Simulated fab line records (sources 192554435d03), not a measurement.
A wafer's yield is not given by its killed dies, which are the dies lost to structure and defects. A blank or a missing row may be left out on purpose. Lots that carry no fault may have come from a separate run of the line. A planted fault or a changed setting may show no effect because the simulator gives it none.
Matching of chambers + flow n5_finfet + N5_MOL_CONTACT_COAG_VIA_ETCH_46 on rie_diel-03 has 4 sister chambers
The step etches SiO2 in C4F6/O2, target depth 46 nm, overetch 9.2 nm, time 40 s. 8 wafers are shown with their chamber, then 9 later ones without.

## WAFERS PAIRED WITH THEIR CHAMBERS
| wafer  | chamber | rf_vpp_V (V) | showerhead_plenum_p_Torr (Torr) |
|--------|---------|--------------|---------------------------------|
| L074.3 | 2       | 1560         | 2.75                            |
| L080.2 | 0       | 1635         | 2.74                            |
| L080.6 | 0       | 1632         | 2.74                            |
| L084.5 | 2       | 1560         | 2.74                            |
| L084.6 | 3       | 1557         | 2.97                            |
| L093.2 | 3       | 1556         | 2.97                            |
| L093.3 | 1       | 1583         | 3.02                            |
| L093.5 | 1       | 1583         | 3.02                            |

## WAFERS WITH NO CHAMBER GIVEN
| wafer  | rf_vpp_V (V) | showerhead_plenum_p_Torr (Torr) |
|--------|--------------|---------------------------------|
| L094.1 | 1582         | 3.02                            |
| L094.2 | 1556         | 2.97                            |
| L094.3 | 1632         | 2.73                            |
| L096.1 | 1555         | 2.96                            |
| L096.5 | 1631         | 2.73                            |
| L096.6 | 1557         | 2.96                            |
| L097.1 | 1582         | 3.01                            |
| L097.3 | 1632         | 2.73                            |
| L097.5 | 1555         | 2.96                            |

## WHICH CHAMBER EACH WENT THROUGH
| wafer  | from the rows above | in truth |
|--------|---------------------|----------|
| L094.1 | 1                   | 1        |
| L094.2 | 3                   | 3        |
| L094.3 | 0                   | 0        |
| L096.1 | 3                   | 3        |
| L096.5 | 0                   | 0        |
| L096.6 | 3                   | 3        |
| L097.1 | 1                   | 1        |
| L097.3 | 0                   | 0        |
| L097.5 | 3                   | 3        |
Correct placement for 9 of the 9. Left unplaced by these rows: 0. Wrongly placed: 0.
How it was worked out, from the rows above alone: a wafer's distance from a chamber is the root of the sum, over the readings, of the square of ((its reading less the chamber's mean) divided by the reading's scatter). The wafer belongs to the nearest chamber; if the next one is less than 2 further off, it can't be placed. Each chamber's mean is taken over the wafers shown for it. How the scatter is found: for the shown wafers, subtract from each reading the mean of its chamber, square and add these, divide the total by (wafers less chambers), then take the root.
